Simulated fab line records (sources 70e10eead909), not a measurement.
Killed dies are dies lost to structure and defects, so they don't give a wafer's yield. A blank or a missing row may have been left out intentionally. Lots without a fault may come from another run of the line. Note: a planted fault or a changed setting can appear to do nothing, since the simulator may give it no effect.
Matching of chambers / flow nand harc / NHARC_A_SLIT_DEP_23 on pecvd-02: 3 sister chambers
The step deposits SiON, target thk 100 nm. 3 wafers are shown with their chamber, then 9 later ones without.

WAFERS, EACH WITH ITS CHAMBER
wafer=L088.6; chamber=0; heater power w (W)=655
wafer=L087.3; chamber=2; heater power w (W)=801
wafer=L087.5; chamber=1; heater power w (W)=720

WAFERS WITHOUT THEIR CHAMBER
wafer=L093.4; heater power w (W)=846
wafer=L093.5; heater power w (W)=559
wafer=L093.6; heater power w (W)=656
wafer=L092.2; heater power w (W)=732
wafer=L092.4; heater power w (W)=721
wafer=L092.5; heater power w (W)=669
wafer=L096.3; heater power w (W)=662
wafer=L096.5; heater power w (W)=828
wafer=L096.6; heater power w (W)=668

EACH ONE'S CHAMBER
wafer=L093.4; from the rows above=2; in truth=2
wafer=L093.5; from the rows above=can't be placed: 0 or 1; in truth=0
wafer=L093.6; from the rows above=can't be placed: 0 or 1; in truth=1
wafer=L092.2; from the rows above=can't be placed: 1 or 2 or 0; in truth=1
wafer=L092.4; from the rows above=can't be placed: 1 or 0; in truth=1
wafer=L092.5; from the rows above=can't be placed: 0 or 1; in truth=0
wafer=L096.3; from the rows above=can't be placed: 0 or 1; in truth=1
wafer=L096.5; from the rows above=2; in truth=2
wafer=L096.6; from the rows above=can't be placed: 0 or 1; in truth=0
2 of 9 placed correctly. Unplaceable from these rows: 7, with the true chamber sitting among the candidates in 7. Number placed wrongly: 0.
How it was worked out, from the rows above alone: a wafer's distance from a chamber is the root of the sum, over the readings, of the square of ((its reading less the chamber's mean) divided by the reading's scatter). The wafer belongs to the nearest chamber; if the next one is less than 2 further off, it can't be placed. Each chamber's mean is taken over the wafers shown for it. The scatter: with one shown wafer a chamber, the root of the mean of the squares of how far each hidden wafer lies from its nearest shown one.
